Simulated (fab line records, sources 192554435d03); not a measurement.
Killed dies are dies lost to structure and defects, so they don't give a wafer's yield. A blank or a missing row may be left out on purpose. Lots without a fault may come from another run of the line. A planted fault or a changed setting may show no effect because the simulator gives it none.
Which tool did it? | flow n5_finfet | 14 lots, 38 wafers sampled, at 5 steps of a route of 1938

WHAT THE GAUGES READ, wafer by wafer
N5_GATE_CUT_CD_MEAS_13: target cd 20 nm.
lot  | measured    | on        | cd_nm (nm)
L325 | day 4 14:54 | cd_sem-03 | 19.96 19.98 20.31
L326 | day 4 17:07 | cd_sem-01 | 20.03 19.73 19.73
L327 | day 5 01:06 | cd_sem-02 | 20.20 20.40 20.58
L329 | day 5 11:22 | cd_sem-01 | 20.17 20.08
L330 | day 5 17:13 | cd_sem-03 | 19.91 20.52
L331 | day 5 22:58 | cd_sem-03 | 20.16 19.93
L333 | day 6 15:48 | cd_sem-03 | 20.05 20.32 20.13
L334 | day 6 18:38 | cd_sem-01 | 20.28 20.11 20.22
L335 | day 7 04:14 | cd_sem-01 | 20.68 20.50 20.16
L336 | day 7 04:53 | cd_sem-01 | 20.08 20.24 20.38
L337 | day 7 10:36 | cd_sem-03 | 20.05 20.09
L338 | day 7 18:07 | cd_sem-02 | 20.33 20.27 20.92
L345 | day 9 11:38 | cd_sem-02 | 22.26 22.35 22.31
L346 | day 9 23:10 | cd_sem-01 | 21.96 22.46 22.44

WHICH TOOL RAN EACH LOT (tool, then ch and the chambers of the sampled wafers, then the start)
lot  | N5_HKMG_FIN_STRIP_90              | N5_GATE_CUT_ETCHBACK_30          | N5_GATE_CUT_CMP_02           | N5_GATE_CUT_EXPOSE_10
L325 | rie_diel-02 ch 0,2, day 4 08:50   | rie_metal-03 ch 0,1, day 4 11:07 | cmp-02 ch 0,2, day 4 14:08   | euv_scanner-02 ch 0, day 4 14:47
L326 | rie_diel-01 ch 0,2,3, day 4 11:20 | rie_metal-03 ch 0,1, day 4 13:38 | cmp-04 ch 2,3, day 4 16:19   | euv_scanner-01 ch 0, day 4 16:59
L327 | rie_diel-02 ch 2,3, day 4 18:57   | rie_metal-02 ch 0,1, day 4 21:08 | cmp-03 ch 0,2,3, day 5 00:21 | euv_scanner-02 ch 0, day 5 00:58
L329 | rie_diel-01 ch 1,2, day 5 05:44   | rie_metal-01 ch 0, day 5 07:54   | cmp-03 ch 1,2, day 5 10:36   | euv_scanner-01 ch 0, day 5 11:14
L330 | rie_diel-01 ch 0,2, day 5 11:42   | rie_metal-02 ch 1, day 5 13:52   | cmp-02 ch 2, day 5 16:35     | euv_scanner-01 ch 0, day 5 17:04
L331 | rie_diel-01 ch 0, day 5 16:49     | rie_metal-02 ch 1, day 5 19:20   | cmp-02 ch 2,3, day 5 22:19   | euv_scanner-01 ch 0, day 5 22:50
L333 | rie_diel-04 ch 1,3, day 6 09:33   | rie_metal-01 ch 0, day 6 11:47   | cmp-03 ch 0,1,2, day 6 15:07 | euv_scanner-01 ch 0, day 6 15:40
L334 | rie_diel-01 ch 1,2,3, day 6 12:45 | rie_metal-03 ch 0,1, day 6 15:19 | cmp-04 ch 0,1,3, day 6 17:58 | euv_scanner-01 ch 0, day 6 18:31
L335 | rie_diel-04 ch 0,3, day 6 22:37   | rie_metal-02 ch 0,1, day 7 00:53 | cmp-02 ch 1,2,3, day 7 03:39 | euv_scanner-01 ch 0, day 7 04:08
L336 | rie_diel-04 ch 2,3, day 6 23:16   | rie_metal-01 ch 0,1, day 7 01:32 | cmp-03 ch 0,1,2, day 7 04:14 | euv_scanner-01 ch 0, day 7 04:46
L337 | rie_diel-02 ch 1,3, day 7 05:01   | rie_metal-02 ch 1, day 7 07:11   | cmp-03 ch 0,1, day 7 09:58   | euv_scanner-01 ch 0, day 7 10:28
L338 | rie_diel-01 ch 1,3, day 7 12:29   | rie_metal-01 ch 0,1, day 7 14:40 | cmp-04 ch 0,1,2, day 7 17:23 | euv_scanner-02 ch 0, day 7 17:59
L345 | rie_diel-04 ch 1,2,3, day 9 05:56 | rie_metal-02 ch 0,1, day 9 08:13 | cmp-04 ch 1,2,3, day 9 11:02 | euv_scanner-02 ch 0, day 9 11:30
L346 | rie_diel-01 ch 0,1, day 9 16:45   | rie_metal-01 ch 0,1, day 9 18:56 | cmp-03 ch 2,3, day 9 22:31   | euv_scanner-02 ch 0, day 9 23:02
- N5_HKMG_FIN_STRIP_90: strips SOC in N2/H2, time 20 s.
- N5_GATE_CUT_ETCHBACK_30: etches TiN in Cl2/Ar, target depth 3 nm.
- N5_GATE_CUT_CMP_02: polishes, stops on SiO2, t overpolish 12.7 s, target thk 0 nm.
- N5_GATE_CUT_EXPOSE_10: exposes mask GATE CUT, target cd 20 nm.

WHAT THE TOOLS THEMSELVES READ (means of the sampled wafers that have a number; where no wafer has one, the mark that the record gives instead)
N5_HKMG_FIN_STRIP_90.
lot  | tool        | drypump_motor_current_A (A) | n2_flow_sccm (sccm) | oes_product_au (a.u.) | rf_vpp_V (V) | showerhead_plenum_p_Torr (Torr) | throttle_valve_pct (%)
L325 | rie_diel-02 | 5.9                         | 299.5               | 0.81                  | 53.7         | 3.46                            | 19.2
L326 | rie_diel-01 | 5.8                         | 300.1               | 0.80                  | 53.4         | 3.30                            | 18.9
L327 | rie_diel-02 | 5.2                         | 300.4               | 0.87                  | 54.7         | 3.50                            | 19.2
L329 | rie_diel-01 | 5.7                         | 299.6               | 0.83                  | 54.0         | 3.33                            | 18.6
L330 | rie_diel-01 | 5.9                         | 299.5               | 0.81                  | 54.2         | 3.32                            | 18.8
L331 | rie_diel-01 | 6.2                         | 300.5               | 0.79                  | 54.3         | 3.22                            | 18.9
L333 | rie_diel-04 | 5.8                         | 300.3               | 0.76                  | 54.5         | 3.41                            | 19.1
L334 | rie_diel-01 | 5.6                         | 299.8               | 0.80                  | 54.0         | 3.30                            | 18.9
L335 | rie_diel-04 | 5.6                         | 299.9               | 0.73                  | 54.8         | 3.38                            | 19.6
L336 | rie_diel-04 | 5.1                         | 300.3               | 0.89                  | 54.6         | 3.47                            | 19.5
L337 | rie_diel-02 | 5.1                         | 300.5               | 0.82                  | 55.2         | 3.42                            | 19.1
L338 | rie_diel-01 | 5.7                         | 299.7               | 0.78                  | 54.2         | 3.24                            | 18.9
L345 | rie_diel-04 | 5.4                         | 299.1               | 0.79                  | 53.9         | 3.43                            | 19.3
L346 | rie_diel-01 | 6.1                         | 300.2               | 0.77                  | 54.3         | 3.21                            | 18.8

N5_GATE_CUT_ETCHBACK_30.
lot  | tool         | bias_w (W) | drypump_motor_current_A (A) | oes_product_au (a.u.) | throttle_valve_pct (%)
L325 | rie_metal-03 | 60.04      | 5.1                         | 0.80                  | 20.96
L326 | rie_metal-03 | 60.26      | 5.1                         | 0.79                  | 20.98
L327 | rie_metal-02 | 60.02      | 5.1                         | 0.71                  | 20.86
L329 | rie_metal-01 | 59.77      | 6.2                         | 0.74                  | 20.94
L330 | rie_metal-02 | 60.10      | 4.7                         | 0.75                  | 20.84
L331 | rie_metal-02 | 59.92      | 4.7                         | 0.76                  | 20.83
L333 | rie_metal-01 | 60.05      | 6.3                         | 0.74                  | 20.94
L334 | rie_metal-03 | 60.09      | 5.3                         | 0.80                  | 20.88
L335 | rie_metal-02 | 60.08      | 5.4                         | 0.65                  | 20.89
L336 | rie_metal-01 | 60.10      | 5.7                         | 0.77                  | 20.90
L337 | rie_metal-02 | 59.67      | 4.7                         | 0.74                  | 20.84
L338 | rie_metal-01 | 59.93      | 5.3                         | 0.81                  | 20.85
L345 | rie_metal-02 | 59.93      | 5.4                         | 0.64                  | 20.90
L346 | rie_metal-01 | 59.97      | 5.3                         | 0.79                  | 20.87

N5_GATE_CUT_CMP_02.
lot  | tool   | motor_current_A (A) | overpolish_run_s (s) | time_to_endpoint_s (s)
L325 | cmp-02 | 9.6                 | 12.695               | 28
L326 | cmp-04 | 9.4                 | 12.702               | 26
L327 | cmp-03 | 9.2                 | 12.691               | 23
L329 | cmp-03 | 8.4                 | 12.707               | 21
L330 | cmp-02 | 8.9                 | 12.707               | 26
L331 | cmp-02 | 9.6                 | 12.698               | 28
L333 | cmp-03 | 8.4                 | 12.701               | 24
L334 | cmp-04 | 10.0                | 12.699               | 27
L335 | cmp-02 | 9.4                 | 12.694               | 28
L336 | cmp-03 | 8.2                 | 12.709               | 24
L337 | cmp-03 | 7.9                 | 12.710               | 26
L338 | cmp-04 | 10.8                | 12.701               | 24
L345 | cmp-04 | 9.8                 | 12.694               | 21
L346 | cmp-03 | 9.7                 | 12.700               | 29

N5_GATE_CUT_EXPOSE_10.
lot  | tool           | exposure_dose_mJ_cm2
L325 | euv_scanner-02 | 43.2
L326 | euv_scanner-01 | 43.1
L327 | euv_scanner-02 | 43.2
L329 | euv_scanner-01 | 43.1
L330 | euv_scanner-01 | 43.1
L331 | euv_scanner-01 | 43.9
L333 | euv_scanner-01 | 43.9
L334 | euv_scanner-01 | 43.8
L335 | euv_scanner-01 | 43.8
L336 | euv_scanner-01 | 43.9
L337 | euv_scanner-01 | 43.9
L338 | euv_scanner-02 | 43.3
L345 | euv_scanner-02 | 48.0
L346 | euv_scanner-02 | 47.0

THE ANSWER, worked out from the rows above alone
Rule: what is usual is taken from the lots themselves. Put in order of their means at a reading, lots are off if they are a third of the lots or fewer, leave a main group of 4 or more, and stand apart from it by a gap of 3 or more times the standard deviation of the main group's means; of several such gaps the widest counts. A main group whose means are all the same, to the digits that the tables above print for the reading, isn't used. A lot without any number at a reading at which 4 lots or more have one is off too. The other lots that the step has rows for count as sound. The gauges are gone through in route order, then the tools' own readings, and for those a lot's mean is taken as printed above. The first step at which some lot is off is used, and at that step the reading that is off furthest; a lot without a number counts as furthest.
Off: L345, L346, at N5_GATE_CUT_CD_MEAS_13 (cd_nm). The main group: mean 20.19 nm, standard deviation 0.18.
A tool fits if, at a process step before that reading, it ran every lot that is off, and no sound lot after the first of them. The gauges at N5_GATE_CUT_CD_MEAS_13 aren't tried: what is off there is off at N5_GATE_CUT_EXPOSE_10 too, on other tools, and a gauge's error can't cause that. One fits: euv_scanner-02 at N5_GATE_CUT_EXPOSE_10. Its last sound lot is L338 (day 7 17:59), its first lot that is off L345 (day 9 11:30): a fault that began between those two fits.
The tool's own readings at N5_GATE_CUT_EXPOSE_10 bear it out: on the lots that are off they differ by more than 5 times the standard deviation of the sound lots' means. exposure_dose_mJ_cm2 reads 47.5 there against 43.5 on the sound lots.

WHAT THE SIMULATOR HAD PUT IN
Process parameter drift: euv_scanner-02, from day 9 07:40 on, at N5_GATE_CUT_EXPOSE_10. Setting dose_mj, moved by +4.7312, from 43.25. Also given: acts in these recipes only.
Lots struck among those shown: L345, L346. The rule above found the same.
